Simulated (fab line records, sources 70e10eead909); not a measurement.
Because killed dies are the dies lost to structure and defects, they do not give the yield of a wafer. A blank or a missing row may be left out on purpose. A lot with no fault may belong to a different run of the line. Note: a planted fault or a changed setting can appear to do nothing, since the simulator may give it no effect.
One fault seen from 3 desks | flow nand harc | each desk has only its own numbers; what lay behind them comes last

== THE TOOL OWNER'S DESK: cmp-04 ==
The tool's own readings at NHARC_P_M0_CMP_23 (polishes, t overpolish 20 s, target thk 117.53 nm): means of the sampled wafers that have a number, for each lot that ran on this tool. A lot is out of limits, marked OUT, if its mean lies more than 4 standard deviations from the usual mean; the brackets give that distance.
Columns: A = edge zone pressure frac at NHARC_P_M0_CMP_23, usual 1.000; B = motor current A at NHARC_P_M0_CMP_23, usual 12.1 A; C = time to endpoint s at NHARC_P_M0_CMP_23, usual 28.7 s
lot  | first seen here | A     | B    | C
L320 | day 6 03:08     | 1.005 | 12.8 | 27.9
L322 | day 6 15:58     | 1.001 | 12.9 | 27.4
L330 | day 8 13:11     | 0.999 | 11.9 | 28.5
This desk found nothing out of limits on any of the 3 lots.

== THE METROLOGY DESK ==
Lot by lot, what the gauges showed, no matter which tool ran the lot: averages of those sampled wafers that carry a number. A lot is out of limits, marked OUT, if its mean lies more than 4 standard deviations from the usual mean; the brackets give that distance.
Columns: A = overlay x nm at NHARC_P_M1_OVL_MEAS_10, usual 0.0 nm; B = overlay y nm at NHARC_P_M1_OVL_MEAS_10, usual 0.0 nm
lot  | first seen here | A    | B
L319 | day 6 00:20     | -0.1 | 0.1
L320 | day 6 05:07     | 0.6  | 2.2
L322 | day 6 17:46     | -1.1 | -0.7
L321 | day 6 20:42     | 0.4  | 1.2
L324 | day 7 10:52     | -0.1 | -0.5
L329 | day 8 09:46     | 2.0  | 0.9
L330 | day 8 14:57     | 0.3  | -1.3
L331 | day 9 06:46     | 1.1  | -1.2
L336 | day 10 06:02    | 1.1  | 0.6
L337 | day 10 06:38    | 0.3  | 0.6
L338 | day 11 04:49    | 1.1  | -1.3
L341 | day 11 08:22    | -0.5 | 0.8
This desk found nothing out of limits on any of the 12 lots.

== THE DEFECT DESK ==
Counts from the inspections along the route, per lot, as means over the sampled wafers that have a number. A lot is out of limits, marked OUT, if its mean lies more than 4 standard deviations from the usual mean; the brackets give that distance.
Columns: A = raw defect count at NHARC_P_M1_INSPECT_11, usual 4.1
lot  | first seen here | A
L319 | day 6 00:23     | 2.0
L320 | day 6 05:08     | 2.3
L322 | day 6 17:49     | 5.0
L321 | day 6 20:44     | 4.7
L324 | day 7 10:54     | 4.7
L329 | day 8 09:49     | 0.7
L330 | day 8 14:59     | 81.7 (+35) OUT
L331 | day 9 06:49     | 3.0
L336 | day 10 06:04    | 2.7
L337 | day 10 06:41    | 6.7
L338 | day 11 04:51    | 4.7
L341 | day 11 08:25    | 2.3
This desk finds L330 out of limits, L330 being first, at day 8 14:59 (raw defect count at NHARC_P_M1_INSPECT_11). In limits: L319, L320, L322, L321, L324, L329, L331, L336, L337, L338, L341.

== TAKEN TOGETHER ==
The defect desk could have raised an alarm at day 8 14:59, on L330.
Nothing out of limits was seen by the tool owner's desk.
At the metrology desk, nothing out of limits was observed.
On record at the tool owner's desk: L330, within its limits.
The metrology desk holds a record of L330, inside its limits.
All the named lots went through NHARC_P_M0_CMP_23 on cmp-04.

== WHAT HAD BEEN PUT IN BY THE SIMULATOR ==
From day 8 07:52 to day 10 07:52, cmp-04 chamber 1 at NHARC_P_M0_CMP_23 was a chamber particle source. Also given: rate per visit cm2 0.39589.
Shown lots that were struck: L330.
Hours from the fault's start to each desk's first reading out of limits: the defect desk, 7.
